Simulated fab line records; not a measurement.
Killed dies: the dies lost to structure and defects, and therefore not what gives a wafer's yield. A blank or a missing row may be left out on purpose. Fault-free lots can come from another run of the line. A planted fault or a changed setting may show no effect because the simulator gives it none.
One fault through the eyes of 3 desks | flow n5-finfet | numbers are kept per desk, each desk with only its own; the story behind them comes last

== FROM THE METROLOGY DESK ==
What the gauges read for every lot (on any tool): the sampled wafers with a number, averaged. Marked OUT: a lot whose mean sits more than 4 standard deviations from the usual mean, which makes it out of limits; the brackets give that distance. Of its 10 readings 7 are shown: those that lie furthest out on some lot.
Columns: A = DIBL_N at N5_BEOL_M4_RC_MEAS_101, usual 35.9 mV/V; B = DIBL_P at N5_BEOL_M4_RC_MEAS_101, usual 35.9 mV/V; C = IOFF_N at N5_BEOL_M4_RC_MEAS_101, usual 0.155 nA/um; D = IOFF_P at N5_BEOL_M4_RC_MEAS_101, usual 0.201 nA/um; E = ION_N at N5_BEOL_M4_RC_MEAS_101, usual 672 uA/um; F = ION_P at N5_BEOL_M4_RC_MEAS_101, usual 460 uA/um; G = VT_P at N5_BEOL_M4_RC_MEAS_101, usual -251.6 mV
lot  | first seen here | A    | B    | C     | D     | E   | F   | G
L805 | day 8 02:14     | 36.6 | 37.0 | 0.165 | 0.225 | 673 | 461 | -250.8
L806 | day 8 04:57     | 34.8 | 34.0 | 0.132 | 0.193 | 659 | 457 | -250.2
L807 | day 8 14:56     | 35.6 | 34.9 | 0.151 | 0.215 | 677 | 469 | -248.0
L808 | day 9 02:19     | 36.6 | 35.9 | 0.150 | 0.193 | 670 | 459 | -253.3
L811 | day 9 10:04     | 35.1 | 36.5 | 0.146 | 0.176 | 670 | 456 | -253.8
L812 | day 10 00:45    | 34.4 | 34.1 | 0.133 | 0.150 | 668 | 448 | -256.6
L819 | day 11 12:03    | 37.0 | 36.5 | 0.184 | 0.244 | 675 | 464 | -248.3
L823 | day 12 15:20    | 34.5 | 34.9 | 0.130 | 0.145 | 666 | 450 | -257.6
L825 | day 12 22:28    | 38.4 | 39.1 | 0.198 | 0.247 | 684 | 465 | -249.8
L828 | day 13 23:38    | 34.7 | 33.7 | 0.128 | 0.184 | 657 | 455 | -252.7
Result from this desk: across the 10 lots, nothing is out of limits.

== THE DEFECT DESK ==
Per lot, the means of the sampled wafers with a number show what the inspections along the route counted. Marked OUT: a lot whose mean sits more than 4 standard deviations from the usual mean, which makes it out of limits; the brackets give that distance.
Columns: A = raw-defect-count at N5_BEOL_M1_INSPECT_13, usual 432
lot  | first seen here | A
L805 | day 6 03:34     | 487
L806 | day 6 08:01     | 413
L807 | day 6 17:03     | 581
L808 | day 6 21:20     | 304
L811 | day 7 16:27     | 347
L812 | day 7 18:20     | 526
L819 | day 9 18:18     | 406
L823 | day 10 11:15    | 455
L825 | day 11 04:01    | 384
L828 | day 12 01:27    | 365
Result from this desk: across the 10 lots, nothing is out of limits.

== TOOL OWNER'S DESK, litho-track-04 ==
The tool's own readings at N5_BEOL_M1_COAT_73 (time 60 s, resist thk 5 nm): means of the sampled wafers that have a number, for each lot that ran on this tool. Marked OUT: a lot whose mean sits more than 4 standard deviations from the usual mean, which makes it out of limits; the brackets give that distance.
Columns: A = dispense-pressure-kPa at N5_BEOL_M1_COAT_73, usual 49 kPa; B = spin-speed-rpm at N5_BEOL_M1_COAT_73, usual 1500.0 rpm
lot  | first seen here | A  | B
L807 | day 6 16:41     | 51 | 1500.8
L808 | day 6 20:51     | 50 | 1499.4
L812 | day 7 17:52     | 50 | 1500.4
L819 | day 9 17:57     | 51 | 1447.6 (-48) OUT
L823 | day 10 10:52    | 51 | 1446.7 (-48) OUT
This desk's verdict: out of limits on L819, L823, starting with L819 at day 9 17:57 (spin-speed-rpm at N5_BEOL_M1_COAT_73). In limits: L807, L808, L812.

== ALL TOGETHER ==
The tool owner's desk could have raised an alarm at day 9 17:57, on L819, L823.
At the metrology desk, nothing out of limits was observed.
No out-of-limits result turned up at the defect desk.
The metrology desk holds a record of L819, L823, inside its limits.
The defect desk has L819, L823 on record, within its limits.
All the named lots went through N5_BEOL_M1_COAT_73 on litho-track-04.

== WHAT THE SIMULATOR HAD PUT IN ==
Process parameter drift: litho-track-04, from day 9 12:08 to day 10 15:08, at N5_BEOL_M1_COAT_73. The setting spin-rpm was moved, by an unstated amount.
Shown lots that were struck: L819, L823.
Hours from the fault's start to each desk's first reading out of limits: the tool owner's desk, 6.
